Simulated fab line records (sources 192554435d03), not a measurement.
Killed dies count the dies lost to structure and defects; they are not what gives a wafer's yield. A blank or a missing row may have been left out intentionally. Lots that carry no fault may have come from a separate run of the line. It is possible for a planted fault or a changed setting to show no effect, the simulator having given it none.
Matching of chambers + flow n5 finfet + 4 sister chambers for N5_SDB_ETCH_18 on rie diel-03
The step etches SOC in N2/H2, target depth 100 nm, overetch 20 nm, time 150 s. 8 wafers are shown with their chamber, then 8 later ones without.

== WAFERS PAIRED WITH THEIR CHAMBERS ==
| wafer  | chamber | showerhead plenum p Torr (Torr) | drypump motor current A (A) |
|--------|---------|---------------------------------|-----------------------------|
| L074.1 | 1       | 2.52                            | 6.3                         |
| L077.5 | 1       | 2.51                            | 6.3                         |
| L084.4 | 2       | 2.66                            | 5.5                         |
| L084.5 | 0       | 2.51                            | 5.1                         |
| L087.3 | 0       | 2.51                            | 5.1                         |
| L087.4 | 3       | 2.44                            | 5.9                         |
| L087.6 | 2       | 2.66                            | 5.5                         |
| L088.1 | 3       | 2.44                            | 6.0                         |

== WAFERS WITH NO CHAMBER GIVEN ==
| wafer  | showerhead plenum p Torr (Torr) | drypump motor current A (A) |
|--------|---------------------------------|-----------------------------|
| L088.2 | 2.66                            | 5.5                         |
| L088.6 | 2.50                            | 5.1                         |
| L091.1 | 2.50                            | 6.3                         |
| L091.4 | 2.50                            | 6.4                         |
| L091.6 | 2.50                            | 6.4                         |
| L094.1 | 2.50                            | 5.1                         |
| L094.4 | 2.44                            | 5.9                         |
| L094.6 | 2.65                            | 5.5                         |

== WHICH CHAMBER EACH ONE RAN IN ==
| wafer  | from the rows above | in truth |
|--------|---------------------|----------|
| L088.2 | 2                   | 2        |
| L088.6 | 0                   | 0        |
| L091.1 | 1                   | 1        |
| L091.4 | 1                   | 1        |
| L091.6 | 1                   | 1        |
| L094.1 | 0                   | 0        |
| L094.4 | 3                   | 3        |
| L094.6 | 2                   | 2        |
Placed correctly: 8 of 8. Number that these rows cannot place: 0. 0 placed wrongly.
How it was worked out, from the rows above alone: a wafer's distance from a chamber is the root of the sum, over the readings, of the square of ((its reading less the chamber's mean) divided by the reading's scatter). The wafer belongs to the nearest chamber; if the next one is less than 2 further off, it can't be placed. For every chamber, the mean is computed from those of its wafers that are shown. The scatter: the root of (the sum of the squares of (reading less its chamber's mean) over the shown wafers, divided by (wafers less chambers)).
